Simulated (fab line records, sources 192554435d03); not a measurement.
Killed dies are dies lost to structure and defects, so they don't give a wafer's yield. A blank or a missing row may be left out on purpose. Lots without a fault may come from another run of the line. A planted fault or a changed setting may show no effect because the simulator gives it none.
Which tool did it? | flow n5_finfet | 9 lots, 27 wafers sampled, at 7 steps of a route of 1938

WHAT THE GAUGES READ, wafer by wafer
N5_SD_EPI_N_EPI_MEAS_23. Usual: thk_nm 58.7 nm, standard deviation 1.2.
lot  | measured    | on            | thk_nm (nm)    | flag
L808 | day 3 16:53 | film_metro-02 | 59.2 57.6 59.6 |
L813 | day 5 00:55 | film_metro-01 | 58.1 57.9 59.2 |
L814 | day 5 04:23 | film_metro-02 | 57.6 57.3 56.7 |
L815 | day 5 10:35 | film_metro-01 | 58.1 60.6 57.7 |
L820 | day 6 17:29 | film_metro-01 | 58.6 59.6 57.4 |
L822 | day 7 04:59 | film_metro-02 | 59.6 58.8 59.5 |
L824 | day 7 19:28 | film_metro-01 | 58.8 59.7 59.7 |
L826 | day 8 07:49 | film_metro-02 | 59.5 59.7 57.4 |
L829 | day 8 21:38 | film_metro-02 | 57.4 60.7 58.5 |

N5_SD_EPI_P_INSPECT_26: inspects for defects (darkfield). Usual: raw_defect_count 171, standard deviation 31.
lot  | measured    | on                | raw_defect_count | flag
L808 | day 3 21:47 | defect_inspect-01 | 219 191 224      |
L813 | day 5 05:41 | defect_inspect-02 | 127 165 130      |
L814 | day 5 11:32 | defect_inspect-01 | 220 199 212      |
L815 | day 5 16:36 | defect_inspect-02 | 154 127 130      |
L820 | day 6 23:06 | defect_inspect-02 | 157 170 130      |
L822 | day 7 10:47 | defect_inspect-02 | 804 920 776      | OFF
L824 | day 8 00:14 | defect_inspect-01 | 913 890 913      | OFF
L826 | day 8 12:36 | defect_inspect-02 | 177 181 190      |
L829 | day 9 03:41 | defect_inspect-01 | 210 126 169      |

N5_SD_ACTIVATION_INSPECT_02: inspects for defects (darkfield). Usual: raw_defect_count 170, standard deviation 31.
lot  | measured    | on                | raw_defect_count | flag
L808 | day 3 22:34 | defect_inspect-01 | 236 177 217      |
L813 | day 5 06:26 | defect_inspect-01 | 145 188 145      |
L814 | day 5 12:18 | defect_inspect-02 | 179 160 190      |
L815 | day 5 17:22 | defect_inspect-02 | 148 126 137      |
L820 | day 6 23:58 | defect_inspect-02 | 166 169 126      |
L822 | day 7 11:45 | defect_inspect-02 | 797 928 769      | OFF
L824 | day 8 01:03 | defect_inspect-02 | 866 837 874      | OFF
L826 | day 8 13:23 | defect_inspect-01 | 227 193 227      |
L829 | day 9 04:28 | defect_inspect-01 | 222 125 165      |

N5_ILD0_THK_MEAS_08. Usual: thk_nm 139.1 nm, standard deviation 1.1.
lot  | measured    | on            | thk_nm (nm)       | flag
L808 | day 4 01:36 | film_metro-02 | 140.2 140.7 139.6 |
L813 | day 5 09:44 | film_metro-01 | 138.1 138.9 136.9 |
L814 | day 5 15:29 | film_metro-02 | 140.0 138.1 140.6 |
L815 | day 5 20:50 | film_metro-01 | 139.0 138.8 139.8 |
L820 | day 7 03:31 | film_metro-02 | 139.2 138.2 139.5 |
L822 | day 7 14:47 | film_metro-01 | 138.7 139.1 137.9 |
L824 | day 8 04:04 | film_metro-02 | 138.4 141.0 139.1 |
L826 | day 8 17:06 | film_metro-02 | 137.7 139.6 138.4 |
L829 | day 9 07:29 | film_metro-01 | 139.4 140.8 139.5 |

N5_ILD0_THK_MEAS_13. Usual: thk_nm 17.6 nm, standard deviation 1.
lot  | measured    | on            | thk_nm (nm)    | flag
L808 | day 4 05:17 | film_metro-02 | 16.7 18.8 18.1 |
L813 | day 5 12:56 | film_metro-02 | 15.6 16.8 18.3 |
L814 | day 5 18:42 | film_metro-01 | 19.2 18.9 20.2 |
L815 | day 6 00:18 | film_metro-02 | 19.0 17.9 18.4 |
L820 | day 7 06:57 | film_metro-01 | 17.4 16.2 17.1 |
L822 | day 7 18:03 | film_metro-01 | 19.6 17.2 20.0 |
L824 | day 8 07:17 | film_metro-02 | 17.3 17.4 16.9 |
L826 | day 8 20:27 | film_metro-01 | 16.0 17.5 16.7 |
L829 | day 9 10:42 | film_metro-02 | 18.2 18.2 19.7 |

N5_BEOL_M4_RC_MEAS_101. Usual: DIBL_N 35.8 mV/V, standard deviation 1.8; DIBL_P 35.6 mV/V, standard deviation 2; IOFF_N 0.148 nA/um, standard deviation 0.028; IOFF_P 0.20 nA/um, standard deviation 0.034; ION_N 672 uA/um, standard deviation 12; ION_P 462 uA/um, standard deviation 8.5; SS_N 71.2 mV/dec, standard deviation 0.65; SS_P 73.1 mV/dec, standard deviation 0.67; VT_N 251 mV, standard deviation 3.3; VT_P -251 mV, standard deviation 3.8.
lot  | measured     | on        | DIBL_N (mV/V)  | DIBL_P (mV/V)  | IOFF_N (nA/um)    | IOFF_P (nA/um) | ION_N (uA/um) | ION_P (uA/um) | SS_N (mV/dec)  | SS_P (mV/dec)  | VT_N (mV)   | VT_P (mV)      | flag
L808 | day 8 00:16  | prober-01 | 35.3 34.6 35.5 | 35.9 34.8 35.3 | 0.161 0.154 0.159 | 0.22 0.20 0.22 | 685 675 682   | 471 462 471   | 71.8 71.3 72.4 | 73.3 73.1 72.5 | 252 250 252 | -248 -248 -248 |
L813 | day 9 10:25  | prober-01 | 38.1 37.8 37.9 | 36.8 36.6 36.3 | 0.191 0.178 0.174 | 0.26 0.26 0.23 | 692 686 685   | 481 475 468   | 71.9 71.9 71.4 | 72.9 73.2 73.2 | 247 247 248 | -244 -242 -246 |
L814 | day 9 12:13  | prober-01 | 33.9 36.2 36.4 | 31.6 35.5 35.4 | 0.107 0.157 0.153 | 0.17 0.23 0.22 | 652 682 667   | 459 474 462   | 70.5 71.4 71.6 | 72.6 73.2 73.1 | 255 250 250 | -251 -246 -247 |
L815 | day 10 02:16 | prober-02 | 34.6 35.9 35.2 | 34.3 35.7 34.7 | 0.121 0.136 0.137 | 0.19 0.21 0.19 | 663 674 677   | 457 467 468   | 70.1 71.3 70.8 | 73.5 72.8 72.4 | 253 252 250 | -249 -247 -249 |
L820 | day 11 04:51 | prober-01 | 34.9 34.6 34.2 | 35.3 34.7 35.1 | 0.141 0.142 0.134 | 0.21 0.21 0.21 | 672 671 673   | 466 473 463   | 71.2 70.9 70.0 | 72.7 72.8 72.3 | 251 252 249 | -248 -251 -251 |
L822 | day 11 22:31 | prober-01 | 37.7 34.0 33.2 | 38.3 33.9 32.5 | 0.189 0.121 0.106 | 0.22 0.17 0.14 | 685 668 656   | 463 460 452   | 71.8 71.3 70.4 | 74.0 72.1 72.6 | 249 255 255 | -252 -254 -257 |
L824 | day 12 03:19 | prober-01 | 38.5 35.8 35.6 | 39.8 34.5 36.1 | 0.191 0.137 0.146 | 0.25 0.17 0.18 | 679 663 683   | 463 454 466   | 72.1 71.6 71.5 | 73.7 73.0 73.1 | 248 252 251 | -248 -252 -255 |
L826 | day 12 19:14 | prober-02 | 36.4 39.3 37.4 | 33.2 36.0 35.8 | 0.145 0.208 0.170 | 0.16 0.19 0.20 | 671 659 685   | 454 443 459   | 71.8 72.7 71.3 | 73.0 73.9 73.8 | 253 249 249 | -257 -253 -250 |
L829 | day 13 22:43 | prober-02 | 34.5 35.1 35.3 | 34.1 35.6 35.2 | 0.145 0.163 0.164 | 0.19 0.21 0.21 | 673 687 692   | 471 470 469   | 70.7 70.5 70.9 | 72.4 72.9 72.9 | 249 246 247 | -249 -247 -247 |

WHICH TOOL RAN EACH LOT (tool, then ch and the chambers of the sampled wafers, then the start)
lot  | N5_SD_EPI_P_ETCH_36
L808 | rie_diel-04 ch 0,1,2, day 3 17:59
L813 | rie_diel-04 ch 0,1, day 5 01:52
L814 | rie_diel-01 ch 0,3, day 5 05:53
L815 | rie_diel-01 ch 0,2,3, day 5 12:55
L820 | rie_diel-02 ch 0,3, day 6 18:33
L822 | rie_diel-01 ch 0,1,3, day 7 06:14
L824 | rie_diel-01 ch 2,3, day 7 20:32
L826 | rie_diel-02 ch 1,2, day 8 08:55
L829 | rie_diel-04 ch 2,3, day 9 00:01
- N5_SD_EPI_P_ETCH_36: etches SiARC in CF4, target depth 45.5 nm, time 75.8 s.

WHAT THE TOOLS THEMSELVES READ (means of the sampled wafers that have a number; where no wafer has one, the mark that the record gives instead)
N5_SD_EPI_P_ETCH_36. Usual: drypump_motor_current_A 5.5 A, standard deviation 0.46; etch_rf_on_time_s 75.1 s, standard deviation 2; oes_product_au 0.66 a.u., standard deviation 0.076; rf_vpp_V 184.2 V, standard deviation 1.2; showerhead_plenum_p_Torr 2.16 Torr, standard deviation 0.067; throttle_valve_pct 15.61 %, standard deviation 0.17.
lot  | tool        | drypump_motor_current_A (A) | etch_rf_on_time_s (s) | oes_product_au (a.u.) | rf_vpp_V (V) | showerhead_plenum_p_Torr (Torr) | throttle_valve_pct (%) | flag
L808 | rie_diel-04 | 5.1                         | 76.1                  | 0.59                  | 184.4        | 2.12                            | 15.74                  |
L813 | rie_diel-04 | 5.3                         | 77.4                  | 0.58                  | 183.9        | 2.14                            | 15.74                  |
L814 | rie_diel-01 | 5.5                         | 72.7                  | 0.71                  | 185.7        | 2.25                            | 15.52                  |
L815 | rie_diel-01 | 5.5                         | 74.7                  | 0.67                  | 185.1        | 2.21                            | 15.61                  |
L820 | rie_diel-02 | 6.0                         | 74.9                  | 0.65                  | 184.1        | 2.16                            | 15.52                  |
L822 | rie_diel-01 | 5.7                         | 73.8                  | 0.64                  | 184.4        | 2.19                            | 15.57                  |
L824 | rie_diel-01 | 5.5                         | 75.5                  | 0.62                  | 184.1        | 2.16                            | 15.73                  |
L826 | rie_diel-02 | 5.4                         | 75.1                  | 0.63                  | 185.4        | 2.20                            | 15.73                  |
L829 | rie_diel-04 | 5.1                         | 74.3                  | 0.71                  | 184.2        | 2.21                            | 15.64                  |

THE ANSWER, worked out from the rows above alone
Rule: a lot is off if the mean of its wafers that have a number lies more than 3 standard deviations from the usual mean. A lot without any number at a reading at which 4 lots or more have one is off too. The other lots that the step has rows for count as sound. The gauges are gone through in route order, then the tools' own readings, and for those a lot's mean is taken as printed above. The first step at which some lot is off is used, and at that step the reading that is off furthest; a lot without a number counts as furthest.
Off: L822, L824, at N5_SD_EPI_P_INSPECT_26 (raw_defect_count).
A tool fits if, at a process step before that reading, it ran every lot that is off, and no sound lot after the first of them. The gauges at N5_SD_EPI_P_INSPECT_26 are tried like those tools. One fits: rie_diel-01 at N5_SD_EPI_P_ETCH_36. Its last sound lot is L815 (day 5 12:55), its first lot that is off L822 (day 7 06:14): a fault that began between those two fits.

WHAT THE SIMULATOR HAD PUT IN
Chamber particle source: rie_diel-01, from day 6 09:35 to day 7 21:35, at N5_SD_EPI_P_ETCH_36. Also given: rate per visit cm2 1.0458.
Lots struck among those shown: L822, L824. The rule above found the same.
